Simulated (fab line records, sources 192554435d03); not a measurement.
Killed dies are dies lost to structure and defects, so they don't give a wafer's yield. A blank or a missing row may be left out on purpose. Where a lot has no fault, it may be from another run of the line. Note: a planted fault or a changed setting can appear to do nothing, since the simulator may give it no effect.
Matching of chambers    flow n5-finfet    3 sister chambers for N5_BEOL_M0_CO_CAP_123 on cvd-co-01
The step material Co, precursor CCTBA/H2, target thk 2 nm, time 102.1 s. 16 wafers are shown with their chamber, then 8 later ones without.

== EACH WAFER AND ITS CHAMBER ==
wafer   chamber  heater-power-w (W)
L452.1  2        246
L452.2  0        231
L452.4  0        226
L453.2  1        213
L453.4  0        230
L453.5  2        248
L455.1  2        236
L455.4  1        213
L455.6  0        230
L460.1  0        227
L460.2  2        231
L460.5  2        243
L461.3  1        213
L461.4  0        236
L461.6  2        237
L465.1  0        227

SIGNATURES (averages over the wafers above)
reading         chamber 0  chamber 1  chamber 2  scatter within a chamber
heater-power-w  229.57     213.00     240.17     4.68
Rule: a wafer lies at a distance from a chamber equal to the root of the sum of squares, over the readings, of (its reading less the chamber's mean, divided by the reading's scatter). The wafer belongs to the nearest chamber; if the next one is less than 2 further off, it can't be placed. The scatter: the root of (the sum of the squares of (reading less its chamber's mean) over the shown wafers, divided by (wafers less chambers)).

== WAFERS WITHOUT THEIR CHAMBER ==
wafer   heater-power-w (W)
L465.2  215
L465.5  239
L466.1  208
L466.3  235
L466.4  207
L467.2  234
L467.3  238
L467.6  243

== EACH ONE'S CHAMBER ==
wafer   from the rows above      in truth
L465.2  1                        1
L465.5  can't be placed: 2 or 0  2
L466.1  1                        1
L466.3  can't be placed: 2 or 0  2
L466.4  1                        1
L467.2  can't be placed: 0 or 2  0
L467.3  can't be placed: 2 or 0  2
L467.6  2                        2
Placed correctly: 4 of 8. Can't be placed from these rows: 4 (the true chamber is among the candidates in 4). 0 placed wrongly.
